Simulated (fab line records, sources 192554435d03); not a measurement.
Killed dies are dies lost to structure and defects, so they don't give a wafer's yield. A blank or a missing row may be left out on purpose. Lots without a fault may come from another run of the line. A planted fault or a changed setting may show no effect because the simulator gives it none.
Split-lot experiment | flow n5_finfet | 7 lots, 21 wafers read, on a route of 1938 steps

THE SPLIT
At N5_WELL_APT_PEB_06 (peb time 90 s), the setting peb_time_s was moved away from the recipe's 90 s on 9 of the 21 wafers read, by -17.1% to +18.8%. The other wafers ran this setting at the recipe's value.

FROM THE SPLIT TO THE READING: what the file shows between them, 2 steps
- N5_WELL_APT_DEVELOP_07: develop time 45 s (also split here: develop_time_s)
- N5_WELL_APT_HARDBAKE_12: time 120 s

THE READING
cd_nm, in nm, at N5_WELL_APT_CD_MEAS_08 (target cd 200 nm). Fault-free wafers of this fab line usually give 199.4 nm, standard deviation 1.6 nm.

wafer  | tool, chamber at the split | peb_time_s as run, s | against the recipe | cd_nm, nm | against lot-mates on the recipe
L077.1 | litho_track-01, 0          | 81.63                | -9.3%              | 194.9     | -4.7
L077.2 | litho_track-01, 0          | 90                   | recipe             | 199.9     | -
L077.5 | litho_track-01, 0          | 90                   | recipe             | 199.2     | -
L079.4 | litho_track-01, 0          | 90                   | recipe             | 200.1     | -
L079.5 | litho_track-01, 0          | 90                   | recipe             | 199.3     | -
L079.6 | litho_track-01, 0          | 98.02                | +8.9%              | 203.0     | +3.3
L082.1 | litho_track-02, 0          | 90                   | recipe             | 199.2     | -
L082.4 | litho_track-02, 0          | 90                   | recipe             | 200.9     | -
L082.5 | litho_track-02, 0          | 90                   | recipe             | 197.7     | -
L086.1 | litho_track-03, 0          | 100.8                | +12.0%             | 204.0     | +3.4
L086.3 | litho_track-03, 0          | 90                   | recipe             | 199.1     | -
L086.5 | litho_track-03, 0          | 90                   | recipe             | 202.2     | -
L087.2 | litho_track-01, 0          | 90                   | recipe             | 200.9     | -
L087.3 | litho_track-01, 0          | 106.9                | +18.8%             | 206.2     | +5.3
L087.5 | litho_track-01, 0          | 106.9                | +18.8%             | 205.7     | +4.8
L093.1 | litho_track-02, 0          | 74.61                | -17.1%             | 190.5     | no lot-mate on the recipe
L093.5 | litho_track-02, 0          | 74.61                | -17.1%             | 190.8     | no lot-mate on the recipe
L093.6 | litho_track-02, 0          | 74.61                | -17.1%             | 190.1     | no lot-mate on the recipe
L097.1 | litho_track-01, 0          | 97.96                | +8.8%              | 202.5     | +2.7
L097.4 | litho_track-01, 0          | 90                   | recipe             | 200.6     | -
L097.6 | litho_track-01, 0          | 90                   | recipe             | 199.0     | -

THE FIT
A straight line over all 21 wafers: cd_nm changes by +0.438 nm for each +1% of peb_time_s; r = +0.96; the points scatter about the line by 1.3 nm.
The same after taking each lot's own level away (the mean of its wafers on the recipe; 18 wafers): +0.307 nm for each +1%; r = +0.92; scatter 1 nm.
On that fit, the largest move of peb_time_s shifts the reading by 5.8 nm.
The lots' own levels span 199.27 to 200.90 nm, that is 1.0 times the standard deviation above.
So the lot-to-lot level changes the slope: the two fits differ.
Check: with one of the wafers moved furthest among these (+18.8%) left out of the fit, the line predicts +5.75 nm for it against its lot-mates. It came out at +5.3 nm against them.

OTHER SPLITS ON THESE WAFERS
These wafers also went through other splits before the reading. Each is held against what the fit with the lots' levels taken away leaves over:
other split on the same wafers        | wafers away from the commonest value | r with cd_nm (lot level and that fit taken away)
N5_ZERO_LAYER_ETCH_18 icp_w           | 6                                    | +0.13
N5_WELL_APT_DEVELOP_07 develop_time_s | 11                                   | -0.03

THE WHOLE CHAIN: every reading that the file lists as answering this split, in the file's order
step                   | what it does             | reading                                                         | change (the file's fit)               | r (the file's)
N5_WELL_APT_CD_MEAS_08 | target cd 200 nm         | cd_nm                                                           | +0.312 nm for each +1% of the setting | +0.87
N5_WELL_APT_DESCUM_13  | chemistry O2, time 7.9 s | WELL_APT.cd_nm (the simulator's own value, which no gauge read) | +0.321 nm for each +1% of the setting | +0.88

THE FILE'S OWN FIT
cd_nm changes by +0.312 nm for each +1% of peb_time_s, r = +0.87.
